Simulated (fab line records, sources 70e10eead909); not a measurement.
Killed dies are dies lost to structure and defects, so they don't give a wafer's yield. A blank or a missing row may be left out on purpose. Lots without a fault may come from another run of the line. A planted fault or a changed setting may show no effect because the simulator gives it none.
Which tool did it? | flow nand_harc | 24 lots, 72 wafers sampled, at 6 steps of a route of 1159

WHAT THE GAUGES READ, wafer by wafer
NHARC_A_CONTACT_INSPECT_44. Usual: raw_defect_count 26, standard deviation 14.
lot  | measured     | on                | raw_defect_count | flag
L074 | day 16 12:41 | defect_inspect-01 | 29 37 37         |
L076 | day 16 11:11 | defect_inspect-01 | 6 7 5            |
L075 | day 16 16:09 | defect_inspect-02 | 19 27 22         |
L077 | day 17 05:36 | defect_inspect-01 | 15 13 17         |
L078 | day 17 01:32 | defect_inspect-02 | 18 17 15         |
L079 | day 17 04:37 | defect_inspect-02 | 5 10 10          |
L082 | day 18 10:35 | defect_inspect-01 | 23 23 21         |
L080 | day 18 09:13 | defect_inspect-02 | 6 8 10           |
L081 | day 18 22:16 | defect_inspect-02 | 27 22 27         |
L084 | day 18 18:35 | defect_inspect-01 | 55 34 30         |
L083 | day 18 20:14 | defect_inspect-01 | 20 20 22         |
L086 | day 19 14:20 | defect_inspect-02 | 13 8 18          |
L087 | day 19 09:23 | defect_inspect-01 | 24 24 25         |
L085 | day 19 09:36 | defect_inspect-01 | 42 37 52         |
L089 | day 19 19:59 | defect_inspect-02 | 29 29 29         |
L088 | day 19 20:22 | defect_inspect-02 | 18 30 47         |
L091 | day 20 14:34 | defect_inspect-02 | 59 73 57         |
L090 | day 20 12:29 | defect_inspect-01 | 32 39 23         |
L094 | day 20 23:45 | defect_inspect-01 | 20 15 14         |
L092 | day 21 17:43 | defect_inspect-02 | 47 57 60         |
L095 | day 21 13:30 | defect_inspect-02 | 39 34 31         |
L093 | day 21 23:53 | defect_inspect-01 | 20 17 18         |
L096 | day 22 09:13 | defect_inspect-01 | 21 21 16         |
L097 | day 22 15:53 | defect_inspect-01 | 17 13 18         |

NHARC_A_CONTACT_CD_MEAS_69: target cd 200 nm. Usual: cd_nm 200.4 nm, standard deviation 0.6.
lot  | measured     | on        | cd_nm (nm)        | flag
L074 | day 16 20:45 | cd_sem-03 | 200.1 200.7 199.3 |
L076 | day 16 18:59 | cd_sem-02 | 200.8 200.0 200.1 |
L075 | day 17 01:24 | cd_sem-01 | 200.3 200.8 200.6 |
L077 | day 17 14:28 | cd_sem-01 | 200.6 201.0 200.1 |
L078 | day 17 08:31 | cd_sem-02 | 200.4 200.1 199.7 |
L079 | day 17 12:45 | cd_sem-01 | 200.6 199.8 201.0 |
L082 | day 18 18:38 | cd_sem-01 | 200.0 199.2 200.0 |
L080 | day 18 16:05 | cd_sem-03 | 200.6 199.6 200.4 |
L081 | day 19 05:11 | cd_sem-01 | 200.6 200.1 200.4 |
L084 | day 19 01:53 | cd_sem-03 | 199.7 199.4 200.5 |
L083 | day 19 03:24 | cd_sem-03 | 200.8 200.7 201.1 |
L086 | day 19 23:46 | cd_sem-01 | 200.8 200.7 201.6 |
L087 | day 19 16:11 | cd_sem-02 | 200.4 201.0 201.4 |
L085 | day 19 18:01 | cd_sem-01 | 200.0 201.4 200.8 |
L089 | day 20 03:28 | cd_sem-01 | 201.4 201.2 200.3 |
L088 | day 20 03:40 | cd_sem-03 | 200.4 200.7 200.9 |
L091 | day 20 22:29 | cd_sem-01 | 199.8 200.8 199.6 |
L090 | day 20 20:44 | cd_sem-03 | 200.2 201.9 200.9 |
L094 | day 21 12:33 | cd_sem-01 | 200.0 200.7 200.7 |
L092 | day 22 00:39 | cd_sem-02 | 199.4 201.0 200.0 |
L095 | day 21 21:32 | cd_sem-03 | 200.0 199.8 201.6 |
L093 | day 22 08:16 | cd_sem-03 | 200.6 199.1 201.2 |
L096 | day 22 16:52 | cd_sem-02 | 199.5 199.9 200.5 |
L097 | day 22 22:37 | cd_sem-02 | 201.0 200.6 201.2 |

WHICH TOOL RAN EACH LOT (tool, then ch and the chambers of the sampled wafers, then the start)
lot  | NHARC_A_WL_FILL_ALD_00           | NHARC_A_WL_FILL_ETCHBACK_26      | NHARC_A_CONTACT_DEP_29          | NHARC_A_CONTACT_ETCH_119
L074 | ald_hk-02 ch 0,2, day 14 23:25   | rie_si-03 ch 1,2, day 15 21:21   | pecvd-02 ch 0,1,2, day 16 11:53 | har_cap_etch-02 ch 0, day 16 15:52
L076 | ald_hk-02 ch 0,1,3, day 15 02:50 | rie_si-05 ch 0,1,3, day 15 21:22 | pecvd-02 ch 0,1, day 16 10:27   | har_cap_etch-03 ch 0,1, day 16 13:58
L075 | ald_hk-02 ch 1,3, day 15 02:59   | rie_si-02 ch 1,2,3, day 16 01:30 | pecvd-02 ch 0,1,2, day 16 15:22 | har_cap_etch-03 ch 0,1, day 16 20:05
L077 | ald_hk-02 ch 0,1, day 15 18:42   | rie_si-02 ch 0,3, day 16 17:26   | pecvd-03 ch 1,2, day 17 04:47   | har_cap_etch-03 ch 0,1, day 17 08:32
L078 | ald_hk-02 ch 0,3, day 15 18:52   | rie_si-02 ch 0,2, day 16 14:52   | pecvd-02 ch 0,1, day 17 00:43   | har_cap_etch-03 ch 0, day 17 03:50
L079 | ald_hk-02 ch 0,1,3, day 15 19:02 | rie_si-03 ch 0,2,3, day 16 17:26 | pecvd-03 ch 0,1, day 17 03:46   | har_cap_etch-02 ch 0,1, day 17 06:53
L082 | ald_hk-02 ch 0,2,3, day 16 20:41 | rie_si-05 ch 1,2,3, day 17 22:24 | pecvd-02 ch 0,1,2, day 18 09:46 | har_cap_etch-02 ch 0,1, day 18 12:51
L080 | ald_hk-03 ch 2,3, day 17 03:33   | rie_si-02 ch 0,2, day 17 22:23   | pecvd-04 ch 0,1,2, day 18 08:30 | har_cap_etch-03 ch 0,1, day 18 11:23
L081 | ald_hk-02 ch 1,2, day 17 08:49   | rie_si-03 ch 0,2,3, day 18 07:08 | pecvd-03 ch 0,1,2, day 18 21:38 | har_cap_etch-03 ch 0,1, day 19 00:39
L084 | ald_hk-02 ch 0,1,3, day 17 09:00 | rie_si-02 ch 0,1,3, day 18 07:07 | pecvd-04 ch 0,1, day 18 17:44   | har_cap_etch-03 ch 0,1, day 18 20:44
L083 | ald_hk-02 ch 1,3, day 17 09:10   | rie_si-05 ch 0,2,3, day 18 07:06 | pecvd-02 ch 0,1, day 18 19:25   | har_cap_etch-01 ch 0,1, day 18 22:27
L086 | ald_hk-02 ch 0,2,3, day 18 00:08 | rie_si-03 ch 0,1,2, day 18 23:52 | pecvd-02 ch 0,1,2, day 19 13:35 | har_cap_etch-02 ch 0,1, day 19 16:39
L087 | ald_hk-03 ch 0,3, day 18 00:13   | rie_si-05 ch 0,1,3, day 18 23:53 | pecvd-04 ch 0,1,2, day 19 08:40 | har_cap_etch-03 ch 1, day 19 11:32
L085 | ald_hk-04 ch 0,1,2, day 18 00:14 | rie_si-02 ch 0,2, day 18 23:53   | pecvd-02 ch 1,2, day 19 08:49   | har_cap_etch-02 ch 0,1, day 19 11:52
L089 | ald_hk-02 ch 1,2,3, day 18 09:50 | rie_si-05 ch 1,2,3, day 19 09:40 | pecvd-04 ch 0,2, day 19 19:11   | har_cap_etch-01 ch 0,1, day 19 22:37
L088 | ald_hk-04 ch 0,2,3, day 18 09:51 | rie_si-03 ch 0,1,3, day 19 09:39 | pecvd-04 ch 0,2, day 19 19:26   | har_cap_etch-02 ch 0,1, day 19 22:31
L091 | ald_hk-02 ch 0,2, day 19 01:57   | rie_si-02 ch 0,2,3, day 20 04:29 | pecvd-03 ch 0,1,2, day 20 13:50 | har_cap_etch-02 ch 0,1, day 20 16:45
L090 | ald_hk-02 ch 0,1,2, day 19 02:16 | rie_si-05 ch 0,1,3, day 20 01:46 | pecvd-02 ch 1,2, day 20 11:40   | har_cap_etch-03 ch 1, day 20 15:02
L094 | ald_hk-04 ch 2,3, day 19 16:26   | rie_si-05 ch 1,3, day 20 12:53   | pecvd-04 ch 0,1,2, day 20 22:58 | har_cap_etch-02 ch 0, day 21 01:55
L092 | ald_hk-03 ch 0,2,3, day 19 23:17 | rie_si-02 ch 0,2,3, day 20 19:35 | pecvd-02 ch 0,1, day 21 16:53   | har_cap_etch-03 ch 0,1, day 21 20:02
L095 | ald_hk-03 ch 0,2,3, day 19 23:29 | rie_si-03 ch 0,1,3, day 20 19:35 | pecvd-03 ch 0,1,2, day 21 12:41 | har_cap_etch-01 ch 0,1, day 21 15:53
L093 | ald_hk-02 ch 0,1,3, day 20 14:03 | rie_si-03 ch 2,3, day 21 14:15   | pecvd-04 ch 0,1,2, day 21 23:07 | har_cap_etch-03 ch 0,1, day 22 02:05
L096 | ald_hk-02 ch 0,1, day 20 18:20   | rie_si-03 ch 0,1,2, day 21 17:24 | pecvd-03 ch 0,1,2, day 22 08:22 | har_cap_etch-01 ch 0,1, day 22 11:50
L097 | ald_hk-03 ch 0,1,2, day 21 08:50 | rie_si-02 ch 0,2, day 22 06:05   | pecvd-04 ch 0,1,2, day 22 15:00 | har_cap_etch-01 ch 0,1, day 22 18:02
- NHARC_A_WL_FILL_ALD_00: deposits Al2O3, target thk 3 nm, pulse time 3 s, ald cycles 30.
- NHARC_A_WL_FILL_ETCHBACK_26: etches the open film in HBr, target depth 52 nm, time 13.3 s.
- NHARC_A_CONTACT_DEP_29: deposits SiON, target thk 70 nm.
- NHARC_A_CONTACT_ETCH_119: etches the open film in C4F8/O2/Ar, time 94 s, target depth 922 nm.

WHAT THE TOOLS THEMSELVES READ (means of the sampled wafers that have a number; where no wafer has one, the mark that the record gives instead)
NHARC_A_WL_FILL_ALD_00. Usual: heater_power_w 469 W, standard deviation 54; precursor_pulse_height_rel 1.000, standard deviation 0.02.
lot  | tool      | heater_power_w (W) | precursor_pulse_height_rel | flag
L074 | ald_hk-02 | 505                | 1.016                      |
L076 | ald_hk-02 | 467                | 1.010                      |
L075 | ald_hk-02 | 422                | 1.011                      |
L077 | ald_hk-02 | 508                | 0.996                      |
L078 | ald_hk-02 | 428                | 0.999                      |
L079 | ald_hk-02 | 470                | 1.019                      |
L082 | ald_hk-02 | 457                | 1.004                      |
L080 | ald_hk-03 | 417                | 0.985                      |
L081 | ald_hk-02 | 502                | 0.994                      |
L084 | ald_hk-02 | 469                | 0.983                      |
L083 | ald_hk-02 | 468                | 0.984                      |
L086 | ald_hk-02 | 461                | 1.013                      |
L087 | ald_hk-03 | 480                | 0.993                      |
L085 | ald_hk-04 | 489                | 1.002                      |
L089 | ald_hk-02 | 456                | 0.988                      |
L088 | ald_hk-04 | 486                | 1.012                      |
L091 | ald_hk-02 | 497                | 1.012                      |
L090 | ald_hk-02 | 503                | 0.975                      |
L094 | ald_hk-04 | 501                | 1.021                      |
L092 | ald_hk-03 | 427                | 0.991                      |
L095 | ald_hk-03 | 433                | 1.003                      |
L093 | ald_hk-02 | 467                | 0.978                      |
L096 | ald_hk-02 | 510                | 1.009                      |
L097 | ald_hk-03 | 459                | 1.012                      |

NHARC_A_WL_FILL_ETCHBACK_26. Usual: chamber_pressure_mTorr 15.000 mTorr, standard deviation 0.016; drypump_motor_current_A 5.6 A, standard deviation 0.44; oes_product_au 0.995 a.u., standard deviation 0.01; rf_fwd_power_W 342.3 W, standard deviation 1.5; throttle_valve_pct 23.266 %, standard deviation 0.0091.
lot  | tool      | chamber_pressure_mTorr (mTorr) | drypump_motor_current_A (A) | oes_product_au (a.u.) | rf_fwd_power_W (W) | throttle_valve_pct (%) | flag
L074 | rie_si-03 | 14.987                         | 5.8                         | 0.990                 | 342.5              | 23.261                 |
L076 | rie_si-05 | 14.986                         | 5.1                         | 0.989                 | 342.8              | 23.274                 |
L075 | rie_si-02 | 15.001                         | 5.6                         | 0.997                 | 341.6              | 23.260                 |
L077 | rie_si-02 | 15.015                         | 5.8                         | 0.990                 | 342.4              | 23.262                 |
L078 | rie_si-02 | 15.004                         | 5.6                         | 1.003                 | 342.5              | 23.261                 |
L079 | rie_si-03 | 14.975                         | 6.1                         | 0.997                 | 342.1              | 23.269                 |
L082 | rie_si-05 | 14.982                         | 5.3                         | 1.005                 | 342.8              | 23.263                 |
L080 | rie_si-02 | 15.014                         | 5.6                         | 0.982                 | 340.7              | 23.275                 |
L081 | rie_si-03 | 14.997                         | 6.1                         | 0.994                 | 342.9              | 23.260                 |
L084 | rie_si-02 | 15.010                         | 5.9                         | 0.988                 | 341.8              | 23.262                 |
L083 | rie_si-05 | 14.994                         | 5.4                         | 1.008                 | 344.0              | 23.259                 |
L086 | rie_si-03 | 15.017                         | 5.8                         | 0.985                 | 342.3              | 23.270                 |
L087 | rie_si-05 | 14.999                         | 5.1                         | 0.999                 | 341.9              | 23.267                 |
L085 | rie_si-02 | 14.988                         | 5.6                         | 0.992                 | 342.1              | 23.263                 |
L089 | rie_si-05 | 15.000                         | 5.3                         | 1.002                 | 342.3              | 23.272                 |
L088 | rie_si-03 | 14.999                         | 6.0                         | 0.998                 | 343.6              | 23.269                 |
L091 | rie_si-02 | 14.999                         | 5.5                         | 0.992                 | 340.5              | 23.272                 |
L090 | rie_si-05 | 15.011                         | 5.1                         | 1.006                 | 342.1              | 23.265                 |
L094 | rie_si-05 | 14.997                         | 5.0                         | 1.007                 | 342.0              | 23.258                 |
L092 | rie_si-02 | 15.009                         | 5.5                         | 0.989                 | 341.1              | 23.272                 |
L095 | rie_si-03 | 15.001                         | 6.0                         | 0.996                 | 343.6              | 23.269                 |
L093 | rie_si-03 | 15.005                         | 6.1                         | 0.999                 | 343.1              | 23.267                 |
L096 | rie_si-03 | 14.995                         | 5.9                         | 0.995                 | 344.1              | 23.266                 |
L097 | rie_si-02 | 15.009                         | 5.6                         | 0.989                 | 341.8              | 23.267                 |

NHARC_A_CONTACT_DEP_29. Usual: heater_power_w 734 W, standard deviation 60; rf_fwd_power_W 348.4 W, standard deviation 1.2.
lot  | tool     | heater_power_w (W) | rf_fwd_power_W (W) | flag
L074 | pecvd-02 | 714                | 348.0              |
L076 | pecvd-02 | 780                | 348.4              |
L075 | pecvd-02 | 739                | 348.7              |
L077 | pecvd-03 | 775                | 347.8              |
L078 | pecvd-02 | 783                | 348.8              |
L079 | pecvd-03 | 781                | 349.1              |
L082 | pecvd-02 | 740                | 348.3              |
L080 | pecvd-04 | 709                | 348.2              |
L081 | pecvd-03 | 796                | 349.1              |
L084 | pecvd-04 | 719                | 346.3              |
L083 | pecvd-02 | 781                | 348.4              |
L086 | pecvd-02 | 703                | 349.2              |
L087 | pecvd-04 | 687                | 347.5              |
L085 | pecvd-02 | 656                | 347.8              |
L089 | pecvd-04 | 728                | 348.3              |
L088 | pecvd-04 | 749                | 347.3              |
L091 | pecvd-03 | 763                | 348.6              |
L090 | pecvd-02 | 671                | 349.5              |
L094 | pecvd-04 | 700                | 348.6              |
L092 | pecvd-02 | 786                | 349.0              |
L095 | pecvd-03 | 765                | 348.4              |
L093 | pecvd-04 | 730                | 347.7              |
L096 | pecvd-03 | 775                | 348.3              |
L097 | pecvd-04 | 684                | 348.1              |

NHARC_A_CONTACT_ETCH_119. Usual: chamber_pressure_mTorr 20.002 mTorr, standard deviation 0.019.
lot  | tool            | chamber_pressure_mTorr (mTorr) | flag
L074 | har_cap_etch-02 | 19.991                         |
L076 | har_cap_etch-03 | 20.015                         |
L075 | har_cap_etch-03 | 19.994                         |
L077 | har_cap_etch-03 | 19.995                         |
L078 | har_cap_etch-03 | 20.001                         |
L079 | har_cap_etch-02 | 20.008                         |
L082 | har_cap_etch-02 | 20.000                         |
L080 | har_cap_etch-03 | 19.995                         |
L081 | har_cap_etch-03 | 19.999                         |
L084 | har_cap_etch-03 | 20.010                         |
L083 | har_cap_etch-01 | 20.001                         |
L086 | har_cap_etch-02 | 19.993                         |
L087 | har_cap_etch-03 | 20.006                         |
L085 | har_cap_etch-02 | 20.009                         |
L089 | har_cap_etch-01 | 19.994                         |
L088 | har_cap_etch-02 | 20.007                         |
L091 | har_cap_etch-02 | 20.018                         |
L090 | har_cap_etch-03 | 20.002                         |
L094 | har_cap_etch-02 | 20.008                         |
L092 | har_cap_etch-03 | 20.008                         |
L095 | har_cap_etch-01 | 19.996                         |
L093 | har_cap_etch-03 | 19.994                         |
L096 | har_cap_etch-01 | 20.011                         |
L097 | har_cap_etch-01 | 19.990                         |

THE ANSWER, worked out from the rows above alone
Rule: a lot is off if the mean of its wafers that have a number lies more than 3 standard deviations from the usual mean. A lot without any number at a reading at which 4 lots or more have one is off too. The other lots that the step has rows for count as sound. The gauges are gone through in route order, then the tools' own readings, and for those a lot's mean is taken as printed above. The first step at which some lot is off is used, and at that step the reading that is off furthest; a lot without a number counts as furthest.
No lot is off at any reading shown: from this, nothing can be told.

WHAT THE SIMULATOR HAD PUT IN
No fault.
